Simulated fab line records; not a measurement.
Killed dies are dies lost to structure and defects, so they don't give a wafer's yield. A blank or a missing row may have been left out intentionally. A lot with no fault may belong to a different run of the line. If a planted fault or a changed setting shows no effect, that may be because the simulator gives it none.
A struck lot beside a sound one / flow n5Finfet / 27 steps out of a route of 1938
Sound: wafers L552.1, L552.3, L552.6. Wafers struck: L556.1, L556.5, L556.6. The cause is given at the end.
Each step with rows lists, per side, the tool, then ch with its chambers, then its first start. Under that, the readings that differ: sound wafers / struck wafers / difference of the means / sigmas: that difference in standard deviations of wafers without a fault.
alike: same words and numbers on both sides, and readings whose means sit less than 2 such deviations apart. not compared: any withheld reading, any reading some wafer has no value for, any bound like >300 that may hide the same value, and any number with overlapping values for which the record gives no deviation.
Wherever a step has rows on one side only, a row that says differs or no value, or a row with sigmas, the two part there. Numbers that have no deviation but don't overlap get no sigmas and don't part them. A reading that every wafer of one side lacks parts them only if that side has two wafers or more.

first, 3 steps without rows for these wafers: N5_BEOL_M11_SPUTTER_48 (material Cu, target thk 12 nm, time 2 s); N5_BEOL_M11_ECD_50 (material Cu, target thk 318 nm); N5_BEOL_M11_ANNEAL_51 (time 90 s).
N5_BEOL_M11_CMP_52: polishes, stops on SiCOH lowk, t overpolish 7 s, target thk 140 nm.
  sound on cmp-04 ch 0,1, day 11 03:08; struck on cmp-03 ch 0,3, day 11 20:58
reading=motorCurrentA (A); sound=5.2 5.2 5.0; struck=6.9 7.6 7.1; difference=+2.1; sigmas=+3
  alike: barrierFieldEndpointS, clearingPlatenDownForcePsi, overpolishRunS, retainingRingPressureFrac, timeToEndpointS
N5_BEOL_M11_THK_MEAS_53: measures by xrf.
  struck on filmMetro-02, day 11 21:13; sound on filmMetro-01, day 11 03:26
  alike: M11_THK
then, 1 step without rows for these wafers: N5_BEOL_M11_PRE_CLEAN_55 (time 15 s).
N5_BEOL_M11_DEP_56: deposits SiCN from 3MS/NH3, target thk 30 nm, time 10.5 s.
  sound on pecvd-03 ch 1,2, day 11 03:29; struck on pecvd-01 ch 0,1,2, day 11 21:17
  alike: showerheadPlenumPTorr, throttleValvePct
N5_BEOL_M11_RS_MEAS_57: a four-point-probe measurement.
  struck on filmMetro-01, day 11 21:21; sound on filmMetro-01, day 11 03:33
  alike: M11_RS
N5_BEOL_M11_INSPECT_58: inspects for defects (darkfield).
  struck on defectInspect-02, day 11 21:23; sound on defectInspect-01, day 11 03:35
  alike: rawDefectCount
N5_BEOL_M12_ILD_DEP_00: deposits SiOC from DEMS/O2, target thk 658.92 nm, time 130.7 s.
  sound on pecvd-01 ch 0,1, day 11 03:37; struck on pecvd-02 ch 0,1,2, day 11 21:25
  alike: heaterPowerW, showerheadPlenumPTorr, throttleValvePct
N5_BEOL_M12_THK_MEAS_01:
  struck on filmMetro-02, day 11 21:32; sound on filmMetro-01, day 11 03:45
  alike: M12_ILD_THK
then, 1 step without rows for these wafers: N5_BEOL_M12_COAT_58 (time 60 s, resist thk 89 nm).
N5_BEOL_M12_COAT_04: resist thk 400 nm.
  sound on lithoTrack-05 ch 0, day 11 03:47; struck on lithoTrack-05 ch 0, day 11 21:35
reading=spinSpeedRpm (rpm); sound=1625.9 1626.2 1626.9; struck=1861.9 1862.1 1861.1; difference=+235.4; sigmas=+99 or more
reading=model.coat_of_BEOL_M12_COAT_04.thkNm (nm); sound=399.8 399.6 398.6; struck=374.4 374 375.4; difference=-24.7; sigmas=
  alike: resistLineTempC
then, 6 steps without rows for these wafers: N5_BEOL_M12_EBR_06; N5_BEOL_M12_SOFTBAKE_05 (time 60 s); N5_BEOL_M12_EXPOSE_07 (exposes mask V11); N5_BEOL_M12_PEB_08 (peb time 90 s); N5_BEOL_M12_DEVELOP_09 (develop time 45 s); N5_BEOL_M12_HARDBAKE_14 (time 120 s).
N5_BEOL_M12_CD_MEAS_10 targets a cd of 140 nm.
  sound on cdSem-03 ch 0, day 11 04:10; struck on cdSem-01 ch 0, day 11 21:51
  alike: cdNm
N5_BEOL_M12_OVL_MEAS_11:
  sound on overlay-02 ch 0, day 11 04:13; struck on overlay-02 ch 0, day 11 21:53
  alike: V11_OVL
N5_BEOL_M12_INSPECT_12: inspects for defects (macro).
  struck on defectInspect-02, day 11 21:54; sound on defectInspect-02, day 11 04:14
  alike: rawDefectCount
N5_BEOL_M12_DESCUM_15: chemistry O2, time 7.9 s.
  sound on rieDiel-05 ch 0,1,3, day 11 04:16; struck on rieDiel-04 ch 0,2,3, day 11 21:56
  alike: drypumpMotorCurrentA, o2FlowSccm, oesProductAu, rfVppV, showerheadPlenumPTorr, throttleValvePct
  not compared: rfHoursCounterH
N5_BEOL_M12_ETCH_59: etches BARC in N2/H2, target depth 89 nm, overetch 26.7 nm, time 67.9 s.
  sound on rieDiel-05 ch 0,1,3, day 11 04:18; struck on rieDiel-04 ch 0,2,3, day 11 21:58
  alike: drypumpMotorCurrentA, oesProductAu, rfVppV, showerheadPlenumPTorr, throttleValvePct
  not compared: rfHoursCounterH
N5_BEOL_M12_VIA_ETCH_16: etches SiOC in C4F8/O2/Ar, target depth 724.8 nm.
  sound on rieDiel-05 ch 0,1,3, day 11 04:21; struck on rieDiel-04 ch 0,2,3, day 11 22:02
reading=model.coat_of_BEOL_M12_COAT_04.thkNm (nm); sound=122.4 123.4 126.4; struck=103.6 101.8 91.8; difference=-25.0; sigmas=
  alike: drypumpMotorCurrentA, oesProductAu, rfVppV, showerheadPlenumPTorr, throttleValvePct
N5_BEOL_M12_STRIP_63: strips in N2/H2.
  sound on plasmaAsher-02 ch 0,1, day 11 04:34; struck on plasmaAsher-02 ch 0,1, day 11 22:14
reading=stripTimeToEndpointS (s); sound=42.3 42.6 43.4; struck=37.2 36.7 33.9; difference=-6.8; sigmas=-7
  alike: drypumpMotorCurrentA, heaterPowerW, oesProductAu
  not compared: rfHoursCounterH
then, 1 step without rows for these wafers: N5_BEOL_M12_STRIP_64 (strips in N2/H2).

== WHERE THEY PART ==
At N5_BEOL_M11_CMP_52 first; at N5_BEOL_M12_STRIP_63 last (within this record only).

WHY: whatever the simulator had introduced
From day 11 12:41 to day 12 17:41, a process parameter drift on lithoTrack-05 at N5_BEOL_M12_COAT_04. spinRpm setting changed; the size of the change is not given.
